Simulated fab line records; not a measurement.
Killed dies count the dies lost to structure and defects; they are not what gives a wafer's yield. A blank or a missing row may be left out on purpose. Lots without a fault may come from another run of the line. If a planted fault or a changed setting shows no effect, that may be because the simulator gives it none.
fab line records    flow nand-harc
record: lots: 13  wafers: 39  last-day: 33
route steps=1302 shown P_CONTACT@240 END@1302
lots with no fault: from the same line, run without faults
start-h: start of the lot's first displayed wafer, in hours after the record's first day    wait-h: time in hours since the lot's previous step    " the same as in the row above    L1.1+2: several wafers, shown together as one row    - value missing, or start not given    * or withheld: withheld    < > ~ a bound
route shown NAME@n: NAME is a module with steps in the file, n the number in the route of the first one    usual: mean and standard deviation over wafers with no fault    same: alike in all rows    chamber/n: place in a boat    sites: each site's reading    _std_site: the values' standard deviation    _edge_site: inner sites' mean taken away from outer sites' mean    radius-mm: for every site, how far away it sits from the centre of the wafer    mask NAME#n: copy n    behind: tool/chamber where the wafer was last shaped    hold: the reason the lot was held/the length of the hold in hours/how it ended    device: transistor that didn't switch, given as n, p or np    end of line: the same wafers' tests at the end of the route    where a step has no rows: the recipe by itself    killed: at the first sort, the dies lost to defects and structure; wafer yield is something else    map: dies across one wafer; x = killed, . = not, _ = none there
set.NAME: the setting the step ran with; set.NAME@STEP: the setting that earlier step ran with    model.NAME: the simulator's own value behind a step, which no gauge read
steps of the route over a sample of lots; a table a step, a row a wafer
services: when a tool's chamber went out of use (start-h, in hours from the record's first day, below 0 if earlier), for how many hours, and the reason
== steps ==
step: NHARC_P_CONTACT_ETCH_31
recipe: target-depth-a: 300  time-s: 85.7  ion-energy-ev: 120  over-etch-frac: 1  ch3f-flow-sccm: 50  o2-flow-sccm: 30  ar-flow-sccm: 200  rf-w: 500  bias-w: 100  chemistry: CH3F/O2
usual: drypump-motor-current-A: 5.8/0.43  oes-product-au: 0.977/0.014  rf-vpp-V: 244.6/1.4  showerhead-plenum-p-Torr: 2.49/0.085  throttle-valve-pct: 20.663/0.01
lot.wafer  tool         chamber  start-h  wait-h  drypump-motor-current-A  oes-product-au  rf-hours-counter-h  rf-vpp-V  showerhead-plenum-p-Torr  throttle-valve-pct
L915.3     rie-diel-02  3        -        -       6.2                      0.963           3.1                 244.9     2.50                      20.672
L915.5     "            3        "        "       6.2                      0.971           -                   244.5     2.50                      20.672
L915.4     "            0        "        "       6.8                      0.967           -                   243.9     2.44                      20.648
L917.1     rie-diel-01  3        -        -       5.6                      0.986           3.1                 242.9     2.37                      20.676
L917.3     "            2        "        "       5.6                      0.991           3.3                 244.3     2.46                      20.659
L917.5     "            1        "        "       5.1                      0.978           -                   243.4     2.35                      20.646
L920.1     rie-diel-02  3        151.37   0.1     6.2                      0.973           5.6                 244.3     2.49                      20.656
L920.3     "            1        "        "       6.2                      0.974           -                   244.1     2.55                      20.660
L920.6     "            3        "        "       6.2                      0.992           -                   244.1     2.49                      20.660
L921.3     rie-diel-02  3        -        -       6.2                      0.992           6.1                 245.9     2.50                      20.674
L921.5     "            3        "        "       6.2                      0.995           -                   245.8     2.49                      20.655
L921.6     "            1        "        "       6.2                      0.981           -                   246.0     2.55                      20.664
L923.4     rie-diel-01  3        -        -       5.6                      0.980           4.2                 243.9     2.37                      20.669
L923.2     "            0        "        "       6.1                      0.990           4.0                 245.7     2.59                      20.661
L923.3     "            1        "        "       5.1                      0.980           5.1                 242.5     2.35                      20.680
L925.1     rie-diel-11  3        -        -       5.3                      0.980           6.8                 247.2     2.63                      20.664
L925.4     "            1        "        "       6.0                      0.988           6.7                 242.9     2.45                      20.655
L925.2     "            2        "        "       5.8                      0.974           6.9                 244.8     2.52                      20.665
L924.1     rie-diel-11  2        -        -       5.8                      0.975           7.0                 246.2     2.52                      20.665
L924.2     "            3        "        "       5.3                      0.985           6.9                 246.4     2.63                      20.672
L924.6     "            0        "        "       5.8                      0.973           -                   245.1     2.51                      20.667
L926.2     rie-diel-01  1        -        -       5.1                      0.977           0.5                 241.5     2.35                      20.666
L926.4     "            0        "        "       6.1                      0.987           0.4                 246.3     2.59                      20.654
L926.6     "            1        "        "       5.1                      0.977           -                   243.2     2.35                      20.650
L927.1     rie-diel-02  3        -        -       6.2                      0.996           0.5                 244.9     2.49                      20.651
L927.2     "            0        "        "       6.8                      0.984           0.4                 244.4     2.44                      20.650
L927.6     "            3        "        "       6.2                      1.008           -                   244.8     2.49                      20.648
L935.1     rie-diel-02  2        -        -       5.4                      0.984           3.1                 240.5     2.34                      20.667
L935.2     "            0        "        "       6.8                      0.981           3.2                 243.5     2.44                      20.655
L935.6     "            1        "        "       6.2                      0.993           -                   245.5     2.54                      20.667
L936.3     rie-diel-02  3        -        -       6.2                      0.968           3.3                 245.3     2.49                      20.655
L936.2     "            1        "        "       6.2                      0.950           3.6                 244.7     2.54                      20.665
L936.6     "            3        "        "       6.3                      0.968           -                   243.4     2.49                      20.668
L937.4     rie-diel-11  1        -        -       6.0                      0.942           4.2                 244.5     2.45                      20.652
L937.1     "            3        "        "       5.3                      0.932           3.6                 246.6     2.63                      20.680
L937.3     "            0        "        "       5.7                      0.942           3.9                 244.9     2.51                      20.670
L938.3     rie-diel-11  0        -        -       5.7                      0.979           4.5                 245.4     2.51                      20.658
L938.1     "            1        "        "       6.0                      0.983           4.8                 245.3     2.45                      20.642
L938.6     "            2        "        "       5.8                      0.982           -                   245.7     2.52                      20.672
step: NHARC_P_CONTACT_STRIP_28
recipe: o2-flow-sccm: 500  ar-flow-sccm: 0  bias-w: 0  chemistry: O2
usual: drypump-motor-current-A: 5.8/0.45  oes-product-au: 1.002/0.0073  rf-vpp-V: 57.8/0.9  showerhead-plenum-p-Torr: 3.52/0.13  throttle-valve-pct: 17.037/0.0083
lot.wafer  tool         chamber  start-h  wait-h  drypump-motor-current-A  oes-product-au  rf-hours-counter-h  rf-vpp-V  showerhead-plenum-p-Torr  throttle-valve-pct
L915.3     rie-diel-02  2        100.66   0.1     5.4                      1.013           3.0                 57.9      3.37                      17.040
L915.4     "            0        "        "       6.8                      1.001           -                   55.9      3.51                      17.019
L915.5     "            2        "        "       5.4                      1.007           -                   58.8      3.37                      17.043
L917.1     rie-diel-02  3        116.71   0.1     6.2                      0.989           3.8                 58.0      3.58                      17.048
L917.3     "            3        "        "       6.2                      1.001           -                   56.7      3.58                      17.029
L917.5     "            2        "        "       5.4                      1.003           -                   58.6      3.37                      17.038
L920.1     rie-diel-01  3        151.64   0.1     5.7                      1.000           3.7                 56.4      3.41                      17.028
L920.3     "            0        "        "       6.1                      0.997           3.6                 57.3      3.71                      17.029
L920.6     "            2        "        "       5.6                      0.991           -                   57.1      3.54                      17.035
L921.3     rie-diel-01  0        154.52   0.1     6.1                      1.007           3.6                 59.0      3.71                      17.046
L921.6     "            2        "        "       5.6                      1.007           -                   59.2      3.54                      17.038
L921.5     "            3        "        "       5.7                      0.995           -                   56.2      3.41                      17.025
L923.3     rie-diel-11  2        171.25   0.1     5.8                      1.012           5.2                 58.9      3.62                      17.044
L923.2     "            0        "        "       5.7                      1.009           4.2                 56.7      3.60                      17.047
L923.4     "            1        "        "       6.0                      1.000           5.1                 58.4      3.52                      17.041
L925.2     rie-diel-01  0        189.22   0.1     6.1                      1.017           0.0                 59.5      3.71                      17.042
L925.4     "            2        "        "       5.6                      1.010           0.0                 57.3      3.54                      17.045
L925.1     "            3        "        "       5.6                      1.001           0.0                 58.0      3.41                      17.023
L924.2     rie-diel-01  1        189.63   0.1     5.2                      1.000           0.0                 57.7      3.38                      17.039
L924.1     "            3        "        "       5.6                      0.990           0.0                 57.4      3.41                      17.043
L924.6     "            1        "        "       5.1                      1.005           -                   58.0      3.38                      17.039
L926.2     rie-diel-01  2        205.50   0.1     5.6                      1.004           0.4                 57.9      3.54                      17.050
L926.4     "            3        "        "       5.6                      0.996           0.3                 57.7      3.41                      17.036
L926.6     "            3        "        "       5.6                      0.991           -                   58.4      3.41                      17.018
L927.2     rie-diel-01  0        210.00   0.1     6.1                      1.004           0.6                 57.9      3.71                      17.027
L927.1     "            2        "        "       5.6                      1.001           0.6                 57.7      3.54                      17.023
L927.6     "            1        "        "       5.1                      0.998           -                   55.7      3.38                      17.033
L935.1     rie-diel-01  0        297.65   0.1     6.1                      0.996           2.2                 57.9      3.71                      17.038
L935.2     "            1        "        "       5.1                      1.004           2.4                 58.1      3.38                      17.022
L935.6     "            0        "        "       6.1                      1.003           -                   57.6      3.71                      17.023
L936.2     rie-diel-11  2        301.72   0.1     5.8                      0.998           3.5                 57.9      3.61                      17.040
L936.3     "            3        "        "       5.3                      0.996           3.4                 57.8      3.77                      17.032
L936.6     "            1        "        "       6.0                      0.996           -                   57.3      3.52                      17.033
L937.4     rie-diel-02  2        314.34   0.1     5.4                      1.006           3.6                 56.7      3.37                      17.030
L937.1     "            0        "        "       6.8                      1.004           3.9                 58.2      3.50                      17.029
L937.3     "            1        "        "       6.2                      1.015           3.8                 59.2      3.65                      17.042
L938.3     rie-diel-01  1        320.34   0.1     5.2                      0.991           2.7                 56.3      3.38                      17.043
L938.1     "            0        "        "       6.1                      1.007           2.5                 57.5      3.71                      17.034
L938.6     "            2        "        "       5.6                      0.999           -                   57.5      3.53                      17.052
step: NHARC_P_CONTACT_DEGAS_38
recipe: temp-c: 300  time-s: 60
usual: heater-power-w: 447/44
lot.wafer  tool            chamber  start-h  wait-h  heater-power-w
L915.4     pvd-sputter-02  -        101.32   -       490
L915.3     "               -        "        "       443
L915.5     "               -        "        "       408
L917.1     pvd-sputter-02  -        117.44   -       444
L917.3     "               -        "        "       491
L917.5     "               -        "        "       438
L920.3     pvd-sputter-01  -        152.26   -       447
L920.1     "               -        "        "       527
L920.6     "               -        "        "       464
L921.3     pvd-sputter-01  -        155.16   -       451
L921.5     "               -        "        "       422
L921.6     "               -        "        "       452
L923.2     pvd-sputter-03  -        171.89   -       428
L923.3     "               -        "        "       521
L923.4     "               -        "        "       547
L925.4     pvd-sputter-03  -        189.87   -       427
L925.1     "               -        "        "       508
L925.2     "               -        "        "       385
L924.1     pvd-sputter-02  -        190.26   -       501
L924.2     "               -        "        "       411
L924.6     "               -        "        "       437
L926.4     pvd-sputter-02  -        206.14   -       400
L926.2     "               -        "        "       481
L926.6     "               -        "        "       409
L927.1     pvd-sputter-02  -        210.65   -       410
L927.2     "               -        "        "       425
L927.6     "               -        "        "       411
L935.1     pvd-sputter-02  -        298.30   -       423
L935.2     "               -        "        "       493
L935.6     "               -        "        "       421
L936.2     pvd-sputter-01  -        302.36   -       440
L936.3     "               -        "        "       502
L936.6     "               -        "        "       437
L937.4     pvd-sputter-02  -        314.98   -       486
L937.1     "               -        "        "       390
L937.3     "               -        "        "       424
L938.3     pvd-sputter-01  -        320.98   -       517
L938.1     "               -        "        "       436
L938.6     "               -        "        "       431
step: NHARC_P_CONTACT_PRE_CLEAN_39
recipe: time-s: 19.5  bias-v: 250  gas: Ar
lot.wafer   tool            chamber  start-h  wait-h
L915.3+4+5  pvd-sputter-02  -        101.38   -
L917.3+1+5  pvd-sputter-02  -        117.51   -
L920.1+3+6  pvd-sputter-01  -        152.31   -
L921.3+6+5  pvd-sputter-01  -        155.22   -
L923.2+3+4  pvd-sputter-03  -        171.95   -
L925.1+4+2  pvd-sputter-02  -        189.96   -
L924.2+1+6  pvd-sputter-02  -        190.32   -
L926.4+2+6  pvd-sputter-02  -        206.20   -
L927.1+2+6  pvd-sputter-02  -        210.74   -
L935.2+1+6  pvd-sputter-02  -        298.36   -
L936.3+2+6  pvd-sputter-01  -        302.40   -
L937.1+4+3  pvd-sputter-02  -        315.04   -
L938.3+1+6  pvd-sputter-01  -        321.05   -
step: NHARC_END_SORT_01
recipe: temp-c: 25
usual: killed-at-array: 47/14  killed-at-other: 0.5/0.72  killed-at-periphery: 4/3.1  killed-dies: 52/15  killed-open: 3.2/1.9  killed-short: 2.4/1.7
same: gross-dies: 677
lot.wafer  tool       chamber  start-h  wait-h  killed-at-array  killed-at-other  killed-at-periphery  killed-dies  killed-open  killed-short
L921.3     prober-02  0        586.11   3.1     47               0                7                    54           1            1
L921.5     prober-02  0        587.73   3.7     65               1                2                    68           2            4
L921.6     prober-02  0        588.53   4.0     40               0                1                    41           2            0
L920.1     prober-01  0        592.20   2.5     24               0                1                    25           4            1
L920.3     prober-01  0        593.79   3.1     29               0                3                    32           5            3
L920.6     prober-01  0        596.18   4.0     16               1                3                    20           3            1
L924.1     prober-01  0        743.00   2.5     55               2                10                   67           6            2
L924.2     prober-01  0        743.82   2.8     52               1                1                    54           2            2
L924.6     prober-01  0        747.10   4.1     64               2                6                    72           5            0
L925.1     prober-02  0        745.49   2.5     42               0                0                    42           3            4
L925.2     prober-02  0        746.30   2.8     47               0                5                    52           5            4
L925.4     prober-02  0        747.92   3.4     54               0                4                    58           5            1
L927.1     prober-01  0        750.85   2.4     42               0                28                   70           1            1
L927.2     prober-01  0        751.65   2.8     32               1                25                   58           4            0
L927.6     prober-01  0        754.85   4.0     39               0                34                   73           6            0
L926.2     prober-01  0        759.50   2.8     48               1                22                   71           6            5
L926.4     prober-01  0        761.09   3.4     41               2                24                   67           1            0
L926.6     prober-01  0        762.68   4.0     46               0                26                   72           2            4
killed by level:class
L921.3 A_CHANNEL_HOLE_D2:chamber-film-flake=24 A_CHANNEL_HOLE_D1:chamber-film-flake=19 P_GATE:chamber-film-flake=3 P_ZERO_WELL:chamber-film-flake=2 A_STAIRCASE:chamber-film-flake=2 P_M0:geometric-particle:open=1 A_CHANNEL_FILL_D1:geometric-particle:short=1 P_STI:chamber-film-flake=1
L921.5 A_CHANNEL_HOLE_D1:chamber-film-flake=27 A_CHANNEL_HOLE_D2:chamber-film-flake=25 A_CHANNEL_FILL_D2:chamber-film-flake=3 P_GATE:chamber-film-flake=2 A_STAIRCASE:chamber-film-flake=2 A_CONTACT:chamber-film-flake=2 A_ONON_D1:geometric-particle:short=1 A_ONON_D2:geometric-particle:open=1
L921.6 A_CHANNEL_HOLE_D2:chamber-film-flake=17 A_CHANNEL_HOLE_D1:chamber-film-flake=16 A_CHANNEL_FILL_D2:chamber-film-flake=2 A_SLIT:geometric-particle:open=1 A_M1:geometric-particle:open=1 P_ZERO_WELL:chamber-film-flake=1 A_STAIRCASE:chamber-film-flake=1 A_CONTACT:chamber-film-flake=1
L920.1 A_BONDPAD:chamber-film-flake=5 A_CONTACT:chamber-film-flake=4 A_CHANNEL_HOLE_D1:chamber-film-flake=3 A_CHANNEL_HOLE_D2:chamber-film-flake=3 A_CHANNEL_FILL_D2:chamber-film-flake=2 A_STAIRCASE:chamber-film-flake=2 P_CONTACT:geometric-particle:short=1 A_DECK1_JOINT:geometric-particle:open=1
L920.3 A_CHANNEL_HOLE_D2:chamber-film-flake=7 A_CHANNEL_HOLE_D1:chamber-film-flake=5 A_CHANNEL_FILL_D2:chamber-film-flake=4 A_BONDPAD:chamber-film-flake=2 P_STI:geometric-particle:short=1 P_CONTACT:geometric-particle:open=1 A_ONON_D1:geometric-particle:open=1 A_STAIRCASE:geometric-particle:open=1
L920.6 A_CHANNEL_HOLE_D2:chamber-film-flake=6 A_CONTACT:chamber-film-flake=5 P_M0:geometric-particle:open=1 P_M0:geometric-particle:short=1 A_CHANNEL_FILL_D1:geometric-particle:open=1 A_M0:geometric-particle:open=1 P_GATE:chamber-film-flake=1 A_STAIRCASE:chamber-film-flake=1
L924.1 A_CHANNEL_HOLE_D1:chamber-film-flake=30 A_CHANNEL_HOLE_D2:chamber-film-flake=5 A_STAIRCASE:chamber-film-flake=4 A_WL_FILL:chamber-film-flake=3 A_CONTACT:chamber-film-flake=3 P_M2:geometric-particle:open=2 A_M0:geometric-particle:open=2 P_ZERO_WELL:chamber-film-flake=2
L924.2 A_CHANNEL_HOLE_D1:chamber-film-flake=26 A_CHANNEL_HOLE_D2:chamber-film-flake=12 A_SLIT:chamber-film-flake=2 A_WL_FILL:chamber-film-flake=2 A_CONTACT:chamber-film-flake=2 A_M1:chamber-film-flake=2 A_ONON_D1:geometric-particle:short=1 A_CHANNEL_FILL_D1:geometric-particle:short=1
L925.1 A_SLIT:chamber-film-flake=12 A_CONTACT:chamber-film-flake=10 A_CHANNEL_HOLE_D2:unspecified=4 A_CHANNEL_HOLE_D1:chamber-film-flake=3 A_ONON_D2:geometric-particle:short=2 A_WL_FILL:chamber-film-flake=2 A_ONON_D2:geometric-particle:open=1 A_SGD_CUT:geometric-particle:open=1
L925.2 A_SLIT:chamber-film-flake=25 A_CONTACT:chamber-film-flake=4 A_ONON_D1:geometric-particle:short=2 P_CONTACT:chamber-film-flake=2 A_CHANNEL_HOLE_D1:chamber-film-flake=2 A_CHANNEL_FILL_D1:chamber-film-flake=2 A_WL_FILL:chamber-film-flake=2 A_M1:chamber-film-flake=2
L924.6 A_CHANNEL_HOLE_D1:chamber-film-flake=39 A_CHANNEL_HOLE_D2:chamber-film-flake=12 A_CONTACT:chamber-film-flake=5 P_M0:geometric-particle:open=2 P_CONTACT:chamber-film-flake=2 A_STAIRCASE:chamber-film-flake=2 A_SLIT:chamber-film-flake=2 A_WL_FILL:chamber-film-flake=2
L925.4 A_SLIT:chamber-film-flake=29 A_CONTACT:chamber-film-flake=5 A_CHANNEL_HOLE_D1:chamber-film-flake=4 A_CHANNEL_HOLE_D2:unspecified=4 P_CONTACT:chamber-film-flake=2 A_CHANNEL_HOLE_D2:chamber-film-flake=2 A_STAIRCASE:chamber-film-flake=2 A_M1:chamber-film-flake=2
L927.1 A_CHANNEL_HOLE_D1:chamber-film-flake=33 P_CONTACT:unspecified=19 P_CONTACT:chamber-film-flake=4 A_M0:chamber-film-flake=3 P_ZERO_WELL:chamber-film-flake=2 P_STI:chamber-film-flake=2 A_WL_FILL:chamber-film-flake=2 P_CONTACT:geometric-particle:open=1
L927.2 P_CONTACT:unspecified=22 A_CHANNEL_HOLE_D1:chamber-film-flake=20 A_SLIT:chamber-film-flake=3 A_WL_FILL:chamber-film-flake=3 P_M2:geometric-particle:open=1 A_ONON_D1:geometric-particle:open=1 A_STAIRCASE:geometric-particle:open=1 STARTING-WAFER:geometric-particle:open=1
L927.6 A_CHANNEL_HOLE_D1:chamber-film-flake=29 P_CONTACT:unspecified=26 P_CONTACT:chamber-film-flake=4 A_CONTACT:geometric-particle:open=2 A_M0:geometric-particle:open=2 P_ZERO_WELL:chamber-film-flake=2 A_WL_FILL:chamber-film-flake=2 P_M2:geometric-particle:open=1
L926.2 A_SLIT:chamber-film-flake=23 P_CONTACT:unspecified=17 A_CHANNEL_HOLE_D2:chamber-film-flake=10 A_CHANNEL_HOLE_D1:chamber-film-flake=4 P_CONTACT:geometric-particle:open=2 A_ONON_D2:geometric-particle:short=2 A_ONON_D2:geometric-particle:open=2 P_CONTACT:chamber-film-flake=2
L926.4 A_SLIT:chamber-film-flake=31 P_CONTACT:unspecified=21 A_CHANNEL_HOLE_D2:chamber-film-flake=5 P_CONTACT:chamber-film-flake=2 A_CHANNEL_HOLE_D1:chamber-film-flake=2 A_CONTACT:chamber-film-flake=2 THIN_TSV:chamber-film-flake=2 P_CONTACT:geometric-particle:open=1
L926.6 A_SLIT:chamber-film-flake=25 P_CONTACT:unspecified=22 A_CHANNEL_HOLE_D2:chamber-film-flake=6 A_CHANNEL_HOLE_D1:chamber-film-flake=3 P_ZERO_WELL:chamber-film-flake=2 P_CONTACT:chamber-film-flake=2 A_ZERO_WELL:chamber-film-flake=2 A_CONTACT:chamber-film-flake=2
== services ==
tool            chamber  start-h  hours  kind
pvd-sputter-03  -        77.77    4.7    repair
pvd-sputter-02  -        80.10    10.0   pm
rie-diel-11     0        90.61    12.1   repair
rie-diel-02     1        99.46    27.8   repair
rie-diel-01     0        104.86   12.3   repair
rie-diel-02     0        114.07   85.2   repair
pvd-sputter-03  -        117.79   8.4    repair
pvd-sputter-02  -        123.55   2.3    repair
rie-diel-11     3        123.85   2.8    repair
rie-diel-02     1        131.75   1.6    repair
rie-diel-01     2        132.64   1.5    repair
rie-diel-11     2        132.93   6.9    repair
rie-diel-02     2        146.87   5.5    repair
pvd-sputter-01  -        157.11   2.4    repair
rie-diel-01     -        179.80   9.0    pm
rie-diel-02     3        187.03   14.6   repair
pvd-sputter-01  -        189.52   0.5    repair
rie-diel-02     -        192.70   9.0    pm
pvd-sputter-01  -        202.00   10.0   pm
rie-diel-11     -        231.50   9.0    pm
pvd-sputter-02  -        258.10   10.0   pm
rie-diel-01     1        260.41   3.8    repair
pvd-sputter-02  -        305.21   1.6    repair
rie-diel-01     -        318.21   1.2    repair
== key ==
first-sign: step: NHARC_END_SORT_01  reading: killed-at-periphery  direction: up  sigmas: 7.2  usual: 4  struck: 26
effect none on later readings
met-at NHARC_P_CONTACT_PRE_CLEAN_39
struck-lots L926,L927
tester-left-out L926,L927
not-acting-at NHARC_P_CONTACT_ETCH_31,NHARC_P_CONTACT_STRIP_28,NHARC_P_CONTACT_DEGAS_38
onset-between 190.32 206.20
fault: kind: chamber-particle-source  tool: pvd-sputter-02  chamber: -  onset-h: 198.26  steps: NHARC_P_CONTACT_PRE_CLEAN_39  rate-per-visit-cm2: 0.04782  end-h: 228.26
tester-left-out: of these lots the tester's yield and bins aren't shown, on N5 and GAA mostly nor the transistor test; their killed dies are dies lost to structure and defects alone, not to doping, threshold or leakage, so they don't give the yield
